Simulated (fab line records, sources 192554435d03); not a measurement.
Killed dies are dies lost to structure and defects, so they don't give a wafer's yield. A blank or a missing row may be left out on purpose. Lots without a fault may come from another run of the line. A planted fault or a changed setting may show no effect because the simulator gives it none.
fab line records | flow n5_finfet
record lots=4 wafers=10 last_day=20
route steps=1938 shown MOL_CONTACT_COAG@620 BEOL_M0_SAQP@632 BEOL_M0@726 BEOL_M4@1111
lots that met no fault: from a run of the same line without faults
start_h: hours from the record's first day to the start of the lot's first wafer shown | wait_h: hours since the lot's step before | " the same as in the row above | L1.1+2: a row that stands for several wafers | - no value, or no start given | * or withheld: withheld | < > ~ a bound
route shown NAME@n: a module of which the file shows steps, and the number in the route of the first | usual: mean/standard deviation of fault-free wafers | same: alike in all rows | chamber/n: place in a boat | sites: the reading at each site | _std_site: their standard deviation | _edge_site: outer sites' mean less inner sites' | radius_mm: how far each site lies from the wafer's centre | mask NAME#n: copy n | behind: the tool/chamber that last shaped the wafer | hold: why the lot was held/for how many hours/how that ended | device: the transistor (n, p or np) that didn't switch | end of line: the same wafers' tests at the end of the route | a step without rows: its recipe alone | killed: dies lost to structure and defects at the first sort, not the wafer's yield | map: a wafer's dies, x killed, . not, _ none there
set.NAME: the setting as run; set.NAME@STEP: as run at that earlier step | model.NAME: the simulator's own value behind a step, which no gauge read
lots at some steps of the route; a table a step, a row a wafer
services: from which hour (start_h, from the record's first day; less than 0 if before it) a tool's chamber was out of use, for how many hours, and why
## steps
# step N5_MOL_CONTACT_COAG_PRECLEAN_138
# recipe chemistry=alkaline_clean temp_c=60 time_s=60 do_ppb=50
# step N5_MOL_CONTACT_COAG_SRD_139
# recipe dry=ipa_marangoni time_s=30 temp_c=23 rinse_liquid=diw
# step N5_MOL_CONTACT_COAG_PRE_CLEAN_121
# recipe gas=H2/He time_s=* temp_c=withheld
# step N5_MOL_CONTACT_COAG_CVD_140
# recipe material=W target_thk_a=665 mode=selective_fill temp_c=300 time_s=215
# step N5_MOL_CONTACT_COAG_PRECLEAN_127
# recipe chemistry=DIW time_s=57.5 temp_c=23
# step N5_MOL_CONTACT_COAG_SRD_128
# recipe dry_time_s=32 dry=n2_spin spin_rpm=1500
# step N5_MOL_CONTACT_COAG_CMP_52
# recipe stop_on=SiO2 t_overpolish_s=1.5 post_cmp_clean=w_dilute_nh4oh down_force_psi=4 platen_rpm=50.289 pad_velocity_m_s=1.0006 target_thk_nm=66.5
# step N5_MOL_CONTACT_COAG_ANNEAL_112
# recipe temp_c=400 time_s=1800 ambient=HPD2 pressure_atm=10
# step N5_BEOL_M0_SAQP_PECVD_00
# recipe material=SiCN target_thk_a=80 temp_c=withheld precursor=3MS/NH3 pressure_torr=3 rf_w=202 time_s=14
# usual showerhead_plenum_p_Torr=3.666/0.0098 throttle_valve_pct=9.0/0.66
# columns lot.wafer tool chamber start_h wait_h showerhead_plenum_p_Torr throttle_valve_pct model.SiCN_of_BEOL_M0_SAQP_PECVD_00.thk_nm
L860.1 pecvd-01 1 125.22 0.2 3.666 9.2 7.8
L860.2 " 2 " " 3.671 8.3 8
L860.3 " 0 " " 3.640 8.6 7.8
L875.4 pecvd-01 2 214.71 0.1 3.676 8.2 7.6
L875.6 " 1 " " 3.666 9.3 7.4
L876.4 pecvd-01 0 223.13 0.1 3.645 9.0 7.4
L876.6 " 1 " " 3.666 9.1 7.4
L879.2 pecvd-02 0 244.96 0.2 3.675 10.0 8
L879.3 " 2 " " 3.675 8.5 7.8
L879.5 " 1 " " 3.678 9.6 8
# step N5_BEOL_M0_SAQP_ILD_DEP_01
# recipe material=SiOC target_thk_a=454.19 temp_c=350 precursor=DEMS/O2 pressure_torr=5 rf_w=500 time_s=8.7
# step N5_BEOL_M0_SAQP_HM_DEP_02
# recipe material=TiN target_thk_a=120 temp_c=25 chamber_pressure_pa=0.49996
# step N5_BEOL_M0_SAQP_PECVD_03
# recipe material=SiCN target_thk_a=120 temp_c=withheld precursor=3MS/NH3 pressure_torr=3 rf_w=202 time_s=21.1
# step N5_BEOL_M0_SAQP_PECVD_96
# recipe material=a-Si target_thk_a=450 temp_c=350 precursor=SiH4/He pressure_torr=3 rf_w=100 time_s=45.2
# step N5_BEOL_M0_SAQP_PECVD_97
# recipe material=SiNx target_thk_a=230 temp_c=350 precursor=SiH4/NH3/N2 pressure_torr=1.5 rf_w=300 time_s=19.9
# step N5_BEOL_M0_SAQP_PECVD_04
# recipe material=a-Si target_thk_a=600 temp_c=350 precursor=SiH4/He pressure_torr=3 rf_w=100 time_s=60.2
# step N5_BEOL_M0_SAQP_HM_DEP_111
# recipe material=SiO2 target_thk_a=120 temp_c=400 precursor=SiH4/N2O pressure_torr=0.75 rf_w=275 time_s=7.2
# step N5_BEOL_M0_SAQP_COAT_81
# recipe resist=SOC temp_c=250 time_s=60 spin_rpm=1500 resist_thk_nm=100
# step N5_BEOL_M0_SAQP_COAT_82
# recipe resist=SiARC temp_c=220 time_s=60 spin_rpm=1500 resist_thk_nm=30
# step N5_BEOL_M0_SAQP_COAT_08
# recipe resist=CAR-ArF spin_rpm=1500 resist_thk_nm=90
# step N5_BEOL_M0_SAQP_EBR_10
# recipe solvent=PGMEA ebr_width_mm=1.5
# step N5_BEOL_M0_SAQP_SOFTBAKE_09
# recipe temp_c=110 time_s=60 resist=CAR-ArF
# step N5_BEOL_M0_SAQP_EXPOSE_11
# recipe mask_id=M0_CORE na=1.35 source_shape=dipole sigma_inner=0.538 sigma_outer=0.738 polarization=te target_cd_nm=42 dose_mj=55
# step N5_BEOL_M0_SAQP_PEB_12
# recipe peb_temp_c=withheld peb_time_s=60 resist=CAR-ArF
# step N5_BEOL_M0_SAQP_DEVELOP_13
# recipe develop_time_s=30 developer=TMAH resist=CAR-ArF dev_temp_c=23 rinse_liquid=diw dry=air_spin
# step N5_BEOL_M0_SAQP_DESCUM_19
# recipe chemistry=O2 time_s=7.9 source_power_w=50 bias_power_w=20 pressure_mtorr=20 rf_frequency_hz=2.712e+07 temp_c=40 resist=CAR-ArF o2_flow_sccm=225
# step N5_BEOL_M0_SAQP_ETCH_83
# recipe chemistry=CF4 target=SiARC target_depth_a=390 mask_material=CAR-ArF time_s=65 ion_energy_ev=80 pressure_mtorr=40 source_w=545 bias_w=36 Ar_flow_sccm=100 cf4_flow_sccm=100 ends=cleared
# step N5_BEOL_M0_SAQP_ETCH_84
# recipe chemistry=N2/H2 target=SOC target_depth_a=1000 overetch_a=200 mask_material=SiARC temp_c=40 time_s=150 ion_energy_ev=200 pressure_mtorr=30 source_w=840 bias_w=150 n2_flow_sccm=200 h2_flow_sccm=200
# step N5_BEOL_M0_SAQP_STRIP_80
# recipe chemistry=N2/H2 temp_c=40 n2_flow_sccm=200 h2_flow_sccm=200 rf_frequency_hz=6e+07
# step N5_BEOL_M0_SAQP_HM_OPEN_112
# recipe chemistry=CHF3/O2 target=SiO2 stop_on=a-Si target_depth_a=120 over_etch_frac=1.25 mask_material=SOC time_s=13.5 pressure_mtorr=30 source_w=650 bias_w=170 Ar_flow_sccm=200 CHF3_flow_sccm=50 O2_flow_sccm=5 ion_energy_ev=200 ends=end_point
# step N5_BEOL_M0_SAQP_STRIP_113
# recipe chemistry=CHF3/O2 resist=SiARC rf_frequency_hz=6e+07
# step N5_BEOL_M0_SAQP_MANDREL_ETCH_20
# recipe target_depth_a=600 chemistry=HBr/Cl2 target=a-Si stop_on=SiNx bt_time_s=10 mask_material=SOC over_etch_frac=0.5 time_s=30 pressure_mtorr=10 icp_w=800 bias_w=75 HBr_flow_sccm=150 Cl2_flow_sccm=80 ends=end_point
# step N5_BEOL_M0_SAQP_STRIP_86
# recipe chemistry=N2/H2 power_w=500 temp_c=40 pressure_mtorr=50 rf_frequency_hz=6e+07 overash_fraction=0.3 bias_power_w=28 h2_frac=0.5 n2_flow_sccm=300 h2_flow_sccm=300
# step N5_BEOL_M0_SAQP_STRIP_115
# recipe chemistry=post_etch_residue_remover time_s=60 temp_c=25 remover_ph=withheld remover_water_wt_pct=withheld remover_fluoride_wt_pct=withheld
# step N5_BEOL_M0_SAQP_SRD_93
# recipe dry=ipa_marangoni time_s=30 temp_c=23 rinse_liquid=diw
# step N5_BEOL_M0_ETCH_109
# recipe chemistry=CH3F/O2 target_depth_a=80 overetch_a=24 target=SiCN time_s=27.4 ion_energy_ev=120 pressure_mtorr=30 source_w=395 bias_w=75 Ar_flow_sccm=150 CH3F_flow_sccm=30 O2_flow_sccm=20
# usual drypump_motor_current_A=5.51/0.23 oes_product_au=0.67/0.062 rf_vpp_V=297.2/1.6 showerhead_plenum_p_Torr=2.00/0.068 throttle_valve_pct=16.29/0.23
# columns lot.wafer tool chamber start_h wait_h drypump_motor_current_A oes_product_au rf_hours_counter_h rf_vpp_V showerhead_plenum_p_Torr throttle_valve_pct model.etch.depth_nm
L860.1 rie_diel-06 1 134.68 0.0 5.84 0.68 70 298.7 2.03 15.89 7.765
L860.2 " 0 " " 5.54 0.64 165 294.9 1.91 16.48 7.935
L860.3 " 2 " " 5.28 0.62 176 296.6 2.00 16.13 7.891
L875.4 rie_diel-03 0 230.58 0.0 5.47 0.60 182 298.9 1.99 16.35 7.529
L875.6 " 1 " " 5.43 0.71 - 298.2 2.03 15.92 7.397
L876.4 rie_diel-03 0 236.29 0.0 5.43 0.60 184 297.0 1.99 16.35 7.38
L876.6 " 1 " " 5.45 0.71 - 296.3 2.03 15.90 7.459
L879.2 rie_diel-06 0 259.16 0.2 5.53 0.62 209 295.4 1.90 16.57 7.953
L879.3 " 2 " " 5.26 0.59 220 297.4 1.98 16.20 7.723
L879.5 " 1 " " 5.86 0.66 - 298.8 2.02 15.96 7.967
# step N5_BEOL_M4_RC_MEAS_101
# usual DIBL_N=36.3/1.2 DIBL_P=36.3/1.4 IOFF_N=0.160/0.02 IOFF_P=0.210/0.025 ION_N=675/9.5 ION_P=462/7 SS_N=71.5/0.53 SS_P=73.4/0.55 VT_N=249.5/2.6 VT_P=-250.1/2.9
# columns lot.wafer tool chamber start_h wait_h DIBL_N[mV/V] DIBL_P[mV/V] IOFF_N[nA/um] IOFF_P[nA/um] ION_N[uA/um] ION_P[uA/um] SS_N[mV/dec] SS_P[mV/dec] VT_N[mV] VT_P[mV]
L860.1 prober-01 0 210.51 0.0 35.5 37.2 0.146 0.183 680 456 71.7 73.2 252.8 -252.8
L860.2 " 0 " " 36.2 38.1 0.161 0.197 681 458 71.4 73.1 250.4 -251.2
L860.3 " 0 " " 36.6 38.3 0.162 0.199 674 454 71.5 73.6 250.2 -253.6
L875.4 prober-02 0 338.62 0.5 39.5 40.0 0.206 0.265 685 464 71.7 74.6 248.3 -246.1
L875.6 " 0 " " 38.7 39.4 0.194 0.248 692 471 71.4 74.3 245.6 -246.6
L876.4 prober-01 0 339.09 0.5 36.0 35.7 0.131 0.173 659 451 70.8 72.2 253.1 -255.1
L876.6 " 0 " " 37.9 38.2 0.170 0.216 673 456 71.3 72.6 248.5 -253.2
L879.2 prober-02 0 363.44 0.2 35.5 36.3 0.164 0.216 691 475 71.3 73.3 245.8 -247.9
L879.3 " 0 " " 35.2 35.8 0.151 0.197 676 461 70.9 73.0 248.9 -248.3
L879.5 " 0 " " 36.0 36.6 0.176 0.216 688 468 71.5 73.1 245.0 -248.6
## services
# columns tool chamber start_h hours kind
rie_diel-06 1 110.57 8.0 repair
pecvd-01 - 142.23 2.8 pm
pecvd-01 2 169.08 7.5 repair
pecvd-01 - 177.85 1.3 repair
pecvd-01 - 181.87 0.8 repair
pecvd-01 0 216.34 2.1 scheduled_down
pecvd-01 2 250.90 5.5 scheduled_down
pecvd-02 2 255.76 6.7 repair
## key
first_sign none at tools or gauges
model_effect step=N5_BEOL_M0_SAQP_PECVD_00 value=SiCN_of_BEOL_M0_SAQP_PECVD_00.thk_nm without=8 struck=7.45
model_effect step=N5_BEOL_M0_ETCH_109 value=etch.depth_nm without=8.01 struck=7.441
met_at N5_BEOL_M0_SAQP_PECVD_00
struck_wafers L875.4,L875.6,L876.4,L876.6
onset_between 125.22 214.71
fault kind=process_parameter_drift tool=pecvd-01 chamber=- onset_h=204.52 steps=N5_BEOL_M0_SAQP_PECVD_00 channel=time_s offset=* shape=step end_h=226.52 scope=struck_wafers_only acts_in=* stated=*
